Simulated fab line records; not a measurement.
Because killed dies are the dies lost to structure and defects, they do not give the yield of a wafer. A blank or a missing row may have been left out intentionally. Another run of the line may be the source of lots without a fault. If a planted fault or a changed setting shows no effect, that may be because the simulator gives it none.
Chamber matching    flow n5 finfet    N5_SDB_ETCH_25 on rie diel-06 has 4 sister chambers
The step etches SiO2 in C4F6/O2, target depth 10 nm, time 3.3 s. 8 wafers are shown with their chamber, then 8 later ones without.

== WAFERS, EACH WITH ITS CHAMBER ==
wafer   chamber  drypump motor current A (A)  showerhead plenum p Torr (Torr)
L076.4  0        5.5                          2.97
L084.3  3        6.8                          2.95
L084.6  2        5.4                          2.82
L089.3  3        6.8                          2.95
L090.1  1        5.4                          2.81
L090.3  0        5.5                          2.96
L090.5  2        5.4                          2.81
L091.1  1        5.3                          2.81

== WAFERS WITHOUT THEIR CHAMBER ==
wafer   drypump motor current A (A)  showerhead plenum p Torr (Torr)
L091.5  5.4                          2.81
L091.6  6.8                          2.94
L094.2  5.5                          2.95
L094.4  5.3                          2.81
L094.6  5.5                          2.95
L097.3  5.5                          2.95
L097.4  6.9                          2.94
L097.5  5.4                          2.81

== WHICH CHAMBER EACH WENT THROUGH ==
wafer   from the rows above      in truth
L091.5  can't be placed: 2 or 1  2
L091.6  3                        3
L094.2  0                        0
L094.4  can't be placed: 1 or 2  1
L094.6  0                        0
L097.3  0                        0
L097.4  3                        3
L097.5  can't be placed: 2 or 1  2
Correct placement for 5 of the 8. These rows do not allow placing 3 (true chamber among the candidates in 3). Placed wrongly: 0.
How it was worked out, from the rows above alone: a wafer's distance from a chamber is the root of the sum, over the readings, of the square of ((its reading less the chamber's mean) divided by the reading's scatter). If the next closest chamber is less than 2 further off than the closest, the wafer can't be placed; otherwise it belongs to the closest. The mean given for a chamber averages the wafers shown for that chamber. The scatter: the root of (the sum of the squares of (reading less its chamber's mean) over the shown wafers, divided by (wafers less chambers)).
